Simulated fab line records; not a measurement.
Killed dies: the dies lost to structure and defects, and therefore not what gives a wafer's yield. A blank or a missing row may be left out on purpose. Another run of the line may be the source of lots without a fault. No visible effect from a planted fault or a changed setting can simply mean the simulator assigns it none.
Chamber matching :: flow n5_finfet :: ald_sin-01 running N5_BEOL_M0_SAQP_SPACER2_ALD_26: 4 sister chambers
The step deposits SiO2, target thk 15 nm, pulse time 1 s, purge time 2 s. 8 wafers are shown with their chamber, then 11 later ones without.

## EACH WAFER AND ITS CHAMBER
wafer: L080.2
chamber: 2
heater_power_w (W): 474
precursor_pulse_height_rel: 0.985

wafer: L081.3
chamber: 2
heater_power_w (W): 496
precursor_pulse_height_rel: 1.020

wafer: L081.6
chamber: 3
heater_power_w (W): 520
precursor_pulse_height_rel: 1.004

wafer: L083.6
chamber: 1
heater_power_w (W): 503
precursor_pulse_height_rel: 1.012

wafer: L087.2
chamber: 0
heater_power_w (W): 526
precursor_pulse_height_rel: 0.991

wafer: L087.3
chamber: 1
heater_power_w (W): 495
precursor_pulse_height_rel: 1.009

wafer: L087.6
chamber: 0
heater_power_w (W): 505
precursor_pulse_height_rel: 0.972

wafer: L092.1
chamber: 3
heater_power_w (W): 532
precursor_pulse_height_rel: 1.000

## WAFERS WITH NO CHAMBER GIVEN
wafer: L092.2
heater_power_w (W): 516
precursor_pulse_height_rel: 1.014

wafer: L092.3
heater_power_w (W): 506
precursor_pulse_height_rel: 0.995

wafer: L092.4
heater_power_w (W): 486
precursor_pulse_height_rel: 0.992

wafer: L092.5
heater_power_w (W): 512
precursor_pulse_height_rel: 0.997

wafer: L092.6
heater_power_w (W): 506
precursor_pulse_height_rel: 0.979

wafer: L093.1
heater_power_w (W): 502
precursor_pulse_height_rel: 1.024

wafer: L093.2
heater_power_w (W): 521
precursor_pulse_height_rel: 1.010

wafer: L093.6
heater_power_w (W): 507
precursor_pulse_height_rel: 1.045

wafer: L097.1
heater_power_w (W): 522
precursor_pulse_height_rel: 1.027

wafer: L097.2
heater_power_w (W): 512
precursor_pulse_height_rel: 1.032

wafer: L097.4
heater_power_w (W): 487
precursor_pulse_height_rel: 0.990

## CHAMBER TAKEN BY EACH
wafer: L092.2
from the rows above: can't be placed: 3 or 1 or 0 or 2
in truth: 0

wafer: L092.3
from the rows above: can't be placed: 1 or 0 or 3 or 2
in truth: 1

wafer: L092.4
from the rows above: can't be placed: 2 or 1 or 0
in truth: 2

wafer: L092.5
from the rows above: can't be placed: 0 or 3 or 1 or 2
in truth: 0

wafer: L092.6
from the rows above: can't be placed: 0 or 1 or 3 or 2
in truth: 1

wafer: L093.1
from the rows above: can't be placed: 1 or 2 or 3
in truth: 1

wafer: L093.2
from the rows above: can't be placed: 3 or 1 or 0
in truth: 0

wafer: L093.6
from the rows above: can't be placed: 1 or 3 or 2
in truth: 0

wafer: L097.1
from the rows above: can't be placed: 3 or 1 or 0 or 2
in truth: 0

wafer: L097.2
from the rows above: can't be placed: 1 or 3 or 2 or 0
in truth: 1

wafer: L097.4
from the rows above: can't be placed: 2 or 1 or 0
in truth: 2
Correctly placed: 0 of 11. Not placeable from these rows: 11 (in 10, the candidates include the true chamber). Placed wrongly: 0.
How it was worked out, from the rows above alone: a wafer's distance from a chamber is the root of the sum, over the readings, of the square of ((its reading less the chamber's mean) divided by the reading's scatter). If the next closest chamber is less than 2 further off than the closest, the wafer can't be placed; otherwise it belongs to the closest. The mean given for a chamber averages the wafers shown for that chamber. The scatter: the root of (the sum of the squares of (reading less its chamber's mean) over the shown wafers, divided by (wafers less chambers)).
